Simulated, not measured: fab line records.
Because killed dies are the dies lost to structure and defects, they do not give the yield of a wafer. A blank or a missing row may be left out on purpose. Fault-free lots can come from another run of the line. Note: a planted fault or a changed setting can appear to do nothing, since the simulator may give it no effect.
Matching of chambers    flow n5 finfet    N5_MOL_CONTACT_COAG_CMP_52 on cmp-04 has 4 sister chambers
The step polishes, stops on SiO2, t overpolish 1.5 s, target thk 66.5 nm. 14 wafers are shown with their chamber, then 7 later ones without.

WAFERS WITH THEIR CHAMBER
wafer   chamber  motor current A (A)  slurry flow ml min  overpolish run s (s)
L076.4  0        11.8                 149.7               1.507
L076.5  3        11.2                 149.4               1.509
L076.6  2        13.3                 149.9               1.482
L078.1  0        11.7                 150.5               1.496
L078.4  1        13.0                 150.4               1.499
L078.6  2        13.4                 149.4               1.487
L079.4  0        11.7                 150.0               1.499
L079.5  3        10.8                 149.9               1.500
L079.6  0        12.0                 150.3               1.503
L087.3  3        11.9                 150.2               1.494
L087.5  0        11.8                 150.3               1.489
L087.6  3        11.6                 150.3               1.514
L091.3  3        11.1                 150.1               1.511
L091.4  2        13.1                 149.7               1.496

SIGNATURES (averages over the wafers above)
reading             chamber 0  chamber 1  chamber 2  chamber 3  scatter within a chamber
motor current A     11.800     13.000     13.267     11.320     0.292
slurry flow ml min  150.160    150.400    149.667    149.980    0.32
overpolish run s    1.49880    1.49900    1.48833    1.50560    0.00753
Rule: a wafer lies at a distance from a chamber equal to the root of the sum of squares, over the readings, of (its reading less the chamber's mean, divided by the reading's scatter). The wafer belongs to the nearest chamber; if the next one is less than 2 further off, it can't be placed. The scatter: take each reading less its chamber's mean, square it, sum over the shown wafers, divide by the number of wafers less the number of chambers, and take the root.

WAFERS WITHOUT THEIR CHAMBER
wafer   motor current A (A)  slurry flow ml min  overpolish run s (s)
L091.6  12.4                 149.1               1.507
L094.1  13.4                 149.9               1.493
L094.2  10.9                 150.0               1.506
L094.3  11.8                 150.0               1.516
L097.3  13.6                 150.3               1.521
L097.4  12.9                 150.2               1.501
L097.6  12.6                 150.1               1.523

CHAMBER TAKEN BY EACH
wafer   from the rows above                in truth
L091.6  can't be placed: 0 or 2 or 3 or 1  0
L094.1  can't be placed: 2 or 1            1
L094.2  can't be placed: 3 or 0            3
L094.3  can't be placed: 3 or 0            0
L097.3  can't be placed: 1 or 2            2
L097.4  can't be placed: 1 or 2            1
L097.6  can't be placed: 1 or 0 or 3 or 2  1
0 of 7 placed correctly. These rows do not allow placing 7 (true chamber among the candidates in 7). 0 placed wrongly.
